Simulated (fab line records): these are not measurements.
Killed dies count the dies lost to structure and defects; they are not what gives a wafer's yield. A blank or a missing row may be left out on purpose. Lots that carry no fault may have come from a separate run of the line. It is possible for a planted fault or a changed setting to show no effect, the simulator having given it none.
fab line records    flow n5_finfet    part 2 of 2: steps 5 to 6 of 6
record: lots: 24  wafers: 72  last_day: 18
route steps=1938 shown FIN_SAQP@130 FIN_CUT@163
lots that met no fault: taken from a fault-free run of the same line
start_h: start of the lot's first displayed wafer, in hours after the record's first day    wait_h: hours since the lot's step before    " same as the row above    L1.1+2: a single row standing in for several wafers    - either no value or no given start    * or withheld: withheld    < > ~ a bound
route shown NAME@n: a module of which the file shows steps, and the number in the route of the first    usual: mean/standard deviation taken from wafers without a fault    same: alike in all rows    chamber/n: place in a boat    sites: per-site readings    _std_site: their standard deviation    _edge_site: mean of outer sites minus mean of inner sites    radius_mm: for every site, how far away it sits from the centre of the wafer    mask NAME#n: copy n    behind: the tool/chamber that last shaped the wafer    hold: what put the lot on hold/how long, in hours/how the hold closed    device: transistor that didn't switch, given as n, p or np    end of line: at the end of the route, the tests of the same wafers    for a step that has no rows: nothing shown but its recipe    killed: at the first sort, the dies lost to defects and structure; wafer yield is something else    map: a wafer's dies, x killed, . not, _ none there
set.NAME: the setting that was run; set.NAME@STEP: the one run at that earlier step    model.NAME: the simulator's own value behind a step, which no gauge read
one table for each step of the route and one row for each wafer, over a sample of lots
services: a tool's chamber out of use, with start hour (start_h, from the record's first day; less than 0 if before it), hours out, and reason
== steps ==
step: N5_FIN_CUT_CD_MEAS_08
recipe: target_cd_nm: 29.1  landing_energy_ev: 500  detector: se_inlens  polarity: opening
usual: cd_nm: 29.12/0.19
lot.wafer  tool       chamber  start_h  wait_h  cd_nm
L074.2     cd_sem-01  0        27.35    -       29.42
L074.3     "          0        "        "       29.18
L074.6     "          0        "        "       29.12
L075.3     cd_sem-01  0        32.30    -       29.10
L075.4     "          0        "        "       29.11
L075.6     "          0        "        "       29.15
L076.2     cd_sem-03  0        40.19    -       29.03
L076.4     "          0        "        "       29.18
L076.6     "          0        "        "       29.07
L077.2     cd_sem-03  0        45.33    -       29.16
L077.4     "          0        "        "       29.22
L077.6     "          0        "        "       29.24
L078.3     cd_sem-01  0        53.01    -       29.21
L078.4     "          0        "        "       28.90
L078.5     "          0        "        "       28.95
L079.1     cd_sem-03  0        57.88    -       29.01
L079.3     "          0        "        "       29.37
L079.5     "          0        "        "       29.14
L080.3     cd_sem-03  0        63.66    -       29.24
L080.4     "          0        "        "       29.00
L080.5     "          0        "        "       29.38
L081.2     cd_sem-01  0        69.49    -       29.28
L081.5     "          0        "        "       29.35
L081.6     "          0        "        "       29.54
L082.2     cd_sem-03  0        75.04    -       29.16
L082.3     "          0        "        "       29.01
L082.6     "          0        "        "       28.99
L083.1     cd_sem-02  0        81.22    -       28.91
L083.3     "          0        "        "       29.08
L083.6     "          0        "        "       29.03
L084.4     cd_sem-03  0        86.60    -       29.16
L084.5     "          0        "        "       29.44
L084.6     "          0        "        "       29.05
L085.4     cd_sem-03  0        93.90    -       28.63
L085.5     "          0        "        "       29.01
L085.6     "          0        "        "       28.97
L086.3     cd_sem-02  0        99.25    -       29.29
L086.4     "          0        "        "       29.03
L086.5     "          0        "        "       28.66
L087.3     cd_sem-02  0        105.99   -       29.08
L087.5     "          0        "        "       29.16
L087.6     "          0        "        "       28.92
L088.2     cd_sem-01  0        111.08   -       28.96
L088.3     "          0        "        "       29.12
L088.6     "          0        "        "       28.92
L089.1     cd_sem-02  0        118.22   -       29.09
L089.4     "          0        "        "       29.16
L089.6     "          0        "        "       29.02
L090.1     cd_sem-03  0        124.65   -       29.27
L090.3     "          0        "        "       29.12
L090.4     "          0        "        "       29.28
L091.2     cd_sem-02  0        129.14   -       28.87
L091.3     "          0        "        "       28.92
L091.6     "          0        "        "       29.22
L092.3     cd_sem-01  0        134.93   -       28.90
L092.5     "          0        "        "       28.84
L092.6     "          0        "        "       29.35
L093.1     cd_sem-01  0        140.68   -       28.89
L093.3     "          0        "        "       29.07
L093.5     "          0        "        "       28.77
L094.1     cd_sem-01  0        146.94   -       29.33
L094.2     "          0        "        "       29.20
L094.4     "          0        "        "       29.63
L095.2     cd_sem-01  0        155.97   -       29.28
L095.4     "          0        "        "       29.25
L095.6     "          0        "        "       29.13
L096.2     cd_sem-03  0        161.13   -       28.98
L096.3     "          0        "        "       28.86
L096.5     "          0        "        "       28.83
L097.4     cd_sem-03  0        164.62   -       29.11
L097.5     "          0        "        "       29.06
L097.6     "          0        "        "       29.13
step: N5_FIN_CUT_STRIP_24
recipe: chemistry: CF4  resist: SiARC  power_w: 300  bias_power_w: 75  pressure_mtorr: 50  cf4_flow_sccm: 150  rf_frequency_hz: 6e+07
usual: drypump_motor_current_A: 5.8/0.37  oes_product_au: 0.76/0.074  rf_vpp_V: 271.2/1.6  showerhead_plenum_p_Torr: 1.80/0.063  throttle_valve_pct: 13.64/0.26
lot.wafer  tool         chamber  start_h  wait_h  drypump_motor_current_A  oes_product_au  rf_hours_counter_h  rf_vpp_V  showerhead_plenum_p_Torr  throttle_valve_pct
L074.2     rie_diel-04  3        27.89    0.0     5.7                      0.91            17                  272.9     1.90                      13.29
L074.3     "            0        "        "       5.8                      0.67            240                 270.8     1.78                      13.61
L074.6     "            1        "        "       5.6                      0.75            -                   272.5     1.87                      13.60
L075.3     rie_diel-06  0        32.99    0.0     5.5                      0.72            167                 272.5     1.86                      14.00
L075.4     "            2        "        "       5.5                      0.78            114                 269.8     1.74                      13.69
L075.6     "            2        "        "       5.4                      0.77            -                   270.9     1.74                      13.67
L076.2     rie_diel-06  0        40.78    0.0     5.5                      0.72            170                 273.2     1.86                      13.99
L076.4     "            3        "        "       6.4                      0.72            162                 269.5     1.72                      13.31
L076.6     "            1        "        "       6.0                      0.77            -                   268.8     1.75                      13.71
L077.2     rie_diel-04  1        46.08    0.0     5.6                      0.76            126                 271.9     1.87                      13.61
L077.4     "            1        "        "       5.7                      0.76            -                   271.2     1.87                      13.63
L077.6     "            1        "        "       5.7                      0.76            -                   273.3     1.87                      13.63
L078.3     rie_diel-06  3        53.59    0.0     6.4                      0.72            166                 270.8     1.71                      13.33
L078.4     "            1        "        "       5.9                      0.78            111                 268.8     1.75                      13.73
L078.5     "            0        "        "       5.5                      0.71            -                   272.8     1.86                      14.02
L079.1     rie_diel-04  2        58.42    0.0     6.1                      0.68            220                 272.6     1.85                      13.87
L079.3     "            3        "        "       5.7                      0.89            25                  274.5     1.90                      13.29
L079.5     "            3        "        "       5.7                      0.88            -                   274.4     1.90                      13.28
L080.3     rie_diel-03  1        64.20    0.0     5.9                      0.75            161                 270.2     1.79                      13.57
L080.4     "            2        "        "       5.2                      0.69            235                 271.9     1.84                      13.88
L080.5     "            1        "        "       5.9                      0.74            -                   273.0     1.79                      13.57
L081.2     rie_diel-03  1        70.03    0.0     5.9                      0.75            164                 271.4     1.79                      13.56
L081.5     "            2        "        "       5.3                      0.68            -                   272.4     1.84                      13.87
L081.6     "            1        "        "       5.9                      0.74            -                   269.2     1.79                      13.57
L082.2     rie_diel-06  0        75.67    0.0     5.5                      0.72            180                 272.1     1.86                      14.03
L082.3     "            1        "        "       5.9                      0.76            117                 268.2     1.74                      13.72
L082.6     "            0        "        "       5.5                      0.71            -                   273.0     1.86                      14.02
L083.1     rie_diel-06  1        81.76    0.0     5.9                      0.77            118                 269.8     1.74                      13.72
L083.3     "            3        "        "       6.3                      0.72            173                 270.3     1.71                      13.33
L083.6     "            1        "        "       5.9                      0.77            -                   271.3     1.74                      13.72
L084.4     rie_diel-06  2        87.13    0.0     5.5                      0.77            128                 270.6     1.73                      13.73
L084.5     "            2        "        "       5.5                      0.76            -                   269.1     1.73                      13.72
L084.6     "            3        "        "       6.4                      0.72            -                   269.0     1.71                      13.34
L085.4     rie_diel-06  1        94.44    0.0     6.0                      0.76            122                 270.3     1.74                      13.74
L085.5     "            0        "        "       5.5                      0.71            -                   271.8     1.86                      14.03
L085.6     "            1        "        "       5.9                      0.76            -                   270.2     1.74                      13.73
L086.3     rie_diel-03  2        99.78    0.0     5.2                      0.68            246                 272.3     1.84                      13.91
L086.4     "            0        "        "       5.5                      0.72            212                 272.5     1.85                      13.59
L086.5     "            3        "        "       6.6                      0.83            -                   269.5     1.75                      13.52
L087.3     rie_diel-04  2        106.53   0.0     6.0                      0.68            235                 273.0     1.84                      13.90
L087.5     "            0        "        "       5.8                      0.94            -                   270.7     1.77                      13.09
L087.6     "            3        "        "       5.7                      0.86            -                   274.1     1.89                      13.33
L088.2     rie_diel-06  2        112.32   0.0     5.4                      0.76            134                 269.0     1.73                      13.74
L088.3     "            3        "        "       6.4                      0.71            181                 269.8     1.71                      13.37
L088.6     "            3        "        "       6.4                      0.71            -                   269.2     1.71                      13.37
L089.1     rie_diel-04  3        118.76   0.0     5.7                      0.86            42                  273.3     1.89                      13.34
L089.4     "            0        "        "       5.7                      0.92            11                  270.4     1.77                      13.10
L089.6     "            3        "        "       5.7                      0.86            -                   272.5     1.89                      13.34
L090.1     rie_diel-04  3        125.42   0.0     5.7                      0.86            44                  273.2     1.89                      13.35
L090.3     "            0        "        "       5.7                      0.91            13                  271.2     1.77                      13.10
L090.4     "            1        "        "       5.6                      0.74            151                 273.3     1.86                      13.67
L091.2     rie_diel-03  0        130.00   0.0     5.6                      0.71            223                 272.5     1.85                      13.61
L091.3     "            1        "        "       5.9                      0.73            184                 270.3     1.78                      13.62
L091.6     "            1        "        "       5.9                      0.73            -                   270.6     1.78                      13.62
L092.3     rie_diel-03  2        135.47   0.0     5.2                      0.99            0                   271.9     1.83                      13.36
L092.5     "            2        "        "       5.3                      0.99            -                   272.5     1.83                      13.35
L092.6     "            3        "        "       6.6                      0.81            -                   269.6     1.74                      13.57
L093.1     rie_diel-03  1        141.22   0.0     5.9                      0.73            188                 269.1     1.78                      13.62
L093.3     "            0        "        "       5.5                      0.71            227                 272.6     1.85                      13.61
L093.5     "            2        "        "       5.2                      0.97            -                   271.7     1.83                      13.37
L094.1     rie_diel-06  2        147.48   0.0     5.5                      0.75            143                 268.7     1.73                      13.76
L094.2     "            1        "        "       5.9                      0.75            135                 270.5     1.74                      13.76
L094.4     "            3        "        "       6.4                      0.71            191                 270.2     1.71                      13.37
L095.2     rie_diel-06  0        156.51   0.0     5.5                      0.69            203                 271.7     1.85                      14.08
L095.4     "            2        "        "       5.4                      0.75            146                 270.0     1.73                      13.77
L095.6     "            0        "        "       5.5                      0.70            -                   271.8     1.85                      14.08
L096.2     rie_diel-06  3        161.82   0.0     6.4                      0.70            196                 270.0     1.71                      13.38
L096.3     "            0        "        "       5.5                      0.70            205                 273.5     1.85                      14.08
L096.5     "            0        "        "       5.5                      0.70            -                   273.4     1.85                      14.08
L097.4     rie_diel-06  2        165.16   0.0     5.4                      0.75            149                 268.9     1.73                      13.78
L097.5     "            0        "        "       5.5                      0.70            -                   273.8     1.85                      14.08
L097.6     "            1        "        "       5.9                      0.75            -                   270.6     1.74                      13.78
== services ==
tool         chamber  start_h  hours  kind
rie_diel-05  2        15.83    2.6    repair
rie_diel-05  2        18.88    40.9   repair
rie_si-03    1        22.32    2.4    repair
rie_diel-01  0        22.49    5.8    repair
rie_si-03    1        29.27    30.1   repair
rie_diel-04  2        41.24    12.5   repair
rie_diel-04  0        41.40    4.8    repair
rie_diel-03  3        48.95    1.9    repair
rie_diel-02  3        59.04    16.3   repair
rie_diel-04  0        67.78    -      clean
rie_diel-04  0        67.78    -      consumable_replace:focus_ring
rie_diel-03  -        76.80    0.4    repair
rie_diel-02  -        82.84    0.6    repair
rie_diel-01  2        94.27    9.5    repair
rie_diel-06  -        106.40   2.8    pm
rie_diel-04  3        108.80   7.5    repair
rie_si-03    3        112.25   5.7    repair
rie_si-04    1        123.08   -      clean
rie_si-04    1        123.08   19.8   scheduled_down
rie_si-04    1        123.08   19.8   vent_cycle
rie_diel-02  2        123.29   4.0    repair
rie_diel-04  1        146.38   8.4    repair
rie_si-04    2        159.35   9.5    repair
rie_diel-02  0        163.18   3.9    repair
